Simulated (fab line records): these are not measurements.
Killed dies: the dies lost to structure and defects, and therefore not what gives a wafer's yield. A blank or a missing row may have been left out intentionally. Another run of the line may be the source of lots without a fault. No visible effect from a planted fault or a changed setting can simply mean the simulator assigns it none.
Which tool was responsible? | flow n5 finfet | 24 lots with 72 wafers sampled at 3 steps, on a route of 1938 steps

WHAT THE GAUGES READ, wafer by wafer
N5_HKMG_FIN_CD_MEAS_12: the cd target is 92.8 nm.
lot  | measured    | on        | cd nm (nm)
L074 | day 4 06:16 | cd sem-03 | 91.7 93.2 92.8
L075 | day 4 09:53 | cd sem-02 | 93.6 92.7 92.0
L076 | day 4 13:42 | cd sem-03 | 92.4 92.7 93.5
L077 | day 4 22:22 | cd sem-01 | 91.3 91.2 91.2
L078 | day 5 05:04 | cd sem-03 | 93.0 92.7 92.3
L079 | day 5 13:26 | cd sem-01 | 92.3 92.2 93.1
L080 | day 5 21:43 | cd sem-02 | 91.9 91.8 91.6
L081 | day 5 22:46 | cd sem-02 | 91.8 91.4 91.5
L082 | day 6 09:23 | cd sem-01 | 91.9 93.0 92.2
L083 | day 6 10:11 | cd sem-01 | 93.2 92.3 91.8
L084 | day 6 17:14 | cd sem-02 | 91.5 91.9 92.3
L085 | day 6 22:12 | cd sem-03 | 93.9 92.7 92.4
L086 | day 7 03:00 | cd sem-03 | 94.5 91.7 92.9
L087 | day 7 09:43 | cd sem-01 | 91.7 92.1 90.9
L088 | day 7 14:23 | cd sem-01 | 93.5 92.0 92.1
L089 | day 7 19:43 | cd sem-01 | 92.1 92.4 93.0
L090 | day 8 02:05 | cd sem-01 | 94.2 92.2 92.5
L091 | day 8 07:29 | cd sem-01 | 94.7 92.6 94.2
L092 | day 8 14:13 | cd sem-03 | 93.7 93.4 92.9
L093 | day 8 18:49 | cd sem-03 | 91.6 92.2 92.5
L094 | day 9 01:46 | cd sem-01 | 92.8 91.9 91.1
L095 | day 9 08:04 | cd sem-03 | 91.9 92.1 92.3
L096 | day 9 15:41 | cd sem-03 | 92.3 93.2 92.7
L097 | day 9 22:11 | cd sem-03 | 92.3 91.6 93.1

EACH LOT AND THE TOOL THAT RAN IT (in order: tool; ch and the chambers of the sampled wafers; start)
lot  | N5_HKMG_FIN_ALD_75              | N5_HKMG_FIN_STRIP_60
L074 | ald hk-02 ch 0,2,3, day 4 02:36 | plasma asher-02 ch 0,1, day 4 03:55
L075 | ald hk-03 ch 0,1,2, day 4 06:10 | plasma asher-02 ch 0,1, day 4 07:37
L076 | ald hk-01 ch 0,3, day 4 09:34   | plasma asher-01 ch 0,1, day 4 11:12
L077 | ald hk-03 ch 1,2,3, day 4 18:34 | plasma asher-02 ch 0,1, day 4 20:07
L078 | ald hk-03 ch 0,1,2, day 5 01:07 | plasma asher-02 ch 0,1, day 5 02:29
L079 | ald hk-03 ch 1,2,3, day 5 09:33 | plasma asher-02 ch 0,1, day 5 10:59
L080 | ald hk-02 ch 0,3, day 5 17:54   | plasma asher-02 ch 0,1, day 5 19:28
L081 | ald hk-02 ch 2,3, day 5 18:52   | plasma asher-01 ch 0,1, day 5 20:18
L082 | ald hk-01 ch 0,1,2, day 6 05:31 | plasma asher-01 ch 0,1, day 6 06:56
L083 | ald hk-02 ch 1,3, day 6 06:29   | plasma asher-01 ch 0,1, day 6 07:52
L084 | ald hk-03 ch 1,3, day 6 13:23   | plasma asher-01 ch 0,1, day 6 14:56
L085 | ald hk-01 ch 2,3, day 6 18:26   | plasma asher-01 ch 1, day 6 19:52
L086 | ald hk-02 ch 0,3, day 6 23:16   | plasma asher-01 ch 0,1, day 7 00:44
L087 | ald hk-02 ch 1,2,3, day 7 05:48 | plasma asher-02 ch 1, day 7 07:18
L088 | ald hk-03 ch 0,3, day 7 10:11   | plasma asher-02 ch 0, day 7 11:59
L089 | ald hk-03 ch 0,1,2, day 7 15:57 | plasma asher-02 ch 0,1, day 7 17:26
L090 | ald hk-02 ch 1,2, day 7 22:12   | plasma asher-02 ch 0,1, day 7 23:55
L091 | ald hk-01 ch 1,2, day 8 03:38   | plasma asher-01 ch 0,1, day 8 05:05
L092 | ald hk-01 ch 1,3, day 8 10:20   | plasma asher-01 ch 0,1, day 8 11:57
L093 | ald hk-01 ch 1,3, day 8 14:58   | plasma asher-02 ch 0,1, day 8 16:20
L094 | ald hk-01 ch 0,1,2, day 8 22:06 | plasma asher-02 ch 0,1, day 8 23:25
L095 | ald hk-01 ch 1,2, day 9 04:20   | plasma asher-02 ch 0, day 9 05:38
L096 | ald hk-01 ch 0,1,3, day 9 11:51 | plasma asher-01 ch 0,1, day 9 13:17
L097 | ald hk-01 ch 1,3, day 9 18:24   | plasma asher-02 ch 0,1, day 9 19:45
- N5_HKMG_FIN_ALD_75: deposits Al2O3, target thk 1 nm, co reactant pulse time 1 s.
- N5_HKMG_FIN_STRIP_60: strips in N2/H2, time 360 s.

AS READ BY THE TOOLS THEMSELVES (means over the sampled wafers that have a number; for cases with no such wafer, the mark the record gives instead)
N5_HKMG_FIN_ALD_75.
lot  | tool      | heater power w (W) | precursor pulse height rel
L074 | ald hk-02 | 146                | 1.010
L075 | ald hk-03 | 146                | 0.999
L076 | ald hk-01 | 167                | 0.984
L077 | ald hk-03 | 146                | 0.992
L078 | ald hk-03 | 147                | 1.002
L079 | ald hk-03 | 146                | 1.012
L080 | ald hk-02 | 143                | 1.001
L081 | ald hk-02 | 146                | 1.005
L082 | ald hk-01 | 172                | 1.009
L083 | ald hk-02 | 159                | 0.988
L084 | ald hk-03 | 156                | 0.992
L085 | ald hk-01 | 172                | 0.987
L086 | ald hk-02 | 148                | 0.992
L087 | ald hk-02 | 152                | 0.982
L088 | ald hk-03 | 143                | 1.009
L089 | ald hk-03 | 148                | 1.007
L090 | ald hk-02 | 158                | 1.003
L091 | ald hk-01 | 165                | 0.989
L092 | ald hk-01 | 145                | 1.005
L093 | ald hk-01 | 142                | 1.001
L094 | ald hk-01 | 171                | 1.002
L095 | ald hk-01 | 166                | 1.012
L096 | ald hk-01 | 154                | 1.017
L097 | ald hk-01 | 142                | 1.010

N5_HKMG_FIN_STRIP_60.
lot  | tool            | drypump motor current A (A) | heater power w (W)
L074 | plasma asher-02 | 5.7                         | 498
L075 | plasma asher-02 | 5.6                         | 530
L076 | plasma asher-01 | 5.5                         | 496
L077 | plasma asher-02 | 5.6                         | 543
L078 | plasma asher-02 | 5.5                         | 534
L079 | plasma asher-02 | 5.7                         | 495
L080 | plasma asher-02 | 5.6                         | 529
L081 | plasma asher-01 | 5.5                         | 493
L082 | plasma asher-01 | 5.8                         | 467
L083 | plasma asher-01 | 5.8                         | 468
L084 | plasma asher-01 | 5.5                         | 496
L085 | plasma asher-01 | 5.2                         | 522
L086 | plasma asher-01 | 5.9                         | 466
L087 | plasma asher-02 | 5.9                         | 455
L088 | plasma asher-02 | 5.4                         | 572
L089 | plasma asher-02 | 5.7                         | 494
L090 | plasma asher-02 | 5.6                         | 531
L091 | plasma asher-01 | 5.5                         | 495
L092 | plasma asher-01 | 5.8                         | 464
L093 | plasma asher-02 | 5.7                         | 497
L094 | plasma asher-02 | 5.7                         | 497
L095 | plasma asher-02 | 5.4                         | 575
L096 | plasma asher-01 | 5.5                         | 484
L097 | plasma asher-02 | 5.7                         | 490

THE ANSWER, worked out from the rows above alone
Rule: the lots themselves supply what counts as usual. Put in order of their means at a reading, lots are off if they are a third of the lots or fewer, leave a main group of 4 or more, and stand apart from it by a gap of 3 or more times the standard deviation of the main group's means; of several such gaps the widest counts. Not used: any main group whose means are identical at the precision the tables above print for the reading. A lot without any number at a reading at which 4 lots or more have one is off too. Where the step has rows for the other lots, those lots are counted as sound. After the gauges, taken in route order, come the tools' own readings; for these a lot's mean is taken, as printed above. The first step at which some lot is off is used, and at that step the reading that is off furthest; a lot without a number counts as furthest.
None of the lots is off at any reading shown; this tells nothing.

WHAT THE SIMULATOR HAD INSERTED
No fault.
